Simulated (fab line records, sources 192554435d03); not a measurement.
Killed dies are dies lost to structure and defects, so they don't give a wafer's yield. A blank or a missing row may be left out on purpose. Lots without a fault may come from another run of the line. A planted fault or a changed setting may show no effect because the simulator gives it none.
Chamber matching | flow n5_finfet | N5_BEOL_M9_ETCH_66 on rie_diel-03: 4 sister chambers
The step etches SOC in N2/H2, target depth 80 nm, overetch 16 nm, time 120 s. 8 wafers are shown with their chamber, then 7 later ones without.

WAFERS WITH THEIR CHAMBER
wafer  | chamber | showerhead_plenum_p_Torr (Torr) | drypump_motor_current_A (A)
L938.2 | 1       | 2.55                            | 5.4
L945.2 | 0       | 2.56                            | 5.5
L945.6 | 0       | 2.56                            | 5.5
L950.3 | 3       | 2.50                            | 5.3
L950.5 | 2       | 2.59                            | 4.8
L950.6 | 1       | 2.54                            | 5.4
L955.1 | 3       | 2.50                            | 5.4
L955.2 | 2       | 2.59                            | 4.8

WAFERS WITHOUT THEIR CHAMBER
wafer  | showerhead_plenum_p_Torr (Torr) | drypump_motor_current_A (A)
L955.3 | 2.53                            | 5.4
L956.1 | 2.50                            | 5.3
L956.2 | 2.55                            | 5.5
L956.4 | 2.53                            | 5.5
L958.1 | 2.58                            | 4.8
L958.4 | 2.55                            | 5.5
L958.6 | 2.58                            | 4.9

WHICH CHAMBER EACH WENT THROUGH
wafer  | from the rows above     | in truth
L955.3 | 1                       | 1
L956.1 | 3                       | 3
L956.2 | can't be placed: 0 or 1 | 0
L956.4 | 1                       | 1
L958.1 | 2                       | 2
L958.4 | can't be placed: 0 or 1 | 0
L958.6 | 2                       | 2
Placed correctly: 5 of 7. Can't be placed from these rows: 2 (the true chamber is among the candidates in 2). Placed wrongly: 0.
How it was worked out, from the rows above alone: a wafer's distance from a chamber is the root of the sum, over the readings, of the square of ((its reading less the chamber's mean) divided by the reading's scatter). The wafer belongs to the nearest chamber; if the next one is less than 2 further off, it can't be placed. A chamber's mean is the mean of its shown wafers. The scatter: the root of (the sum of the squares of (reading less its chamber's mean) over the shown wafers, divided by (wafers less chambers)).
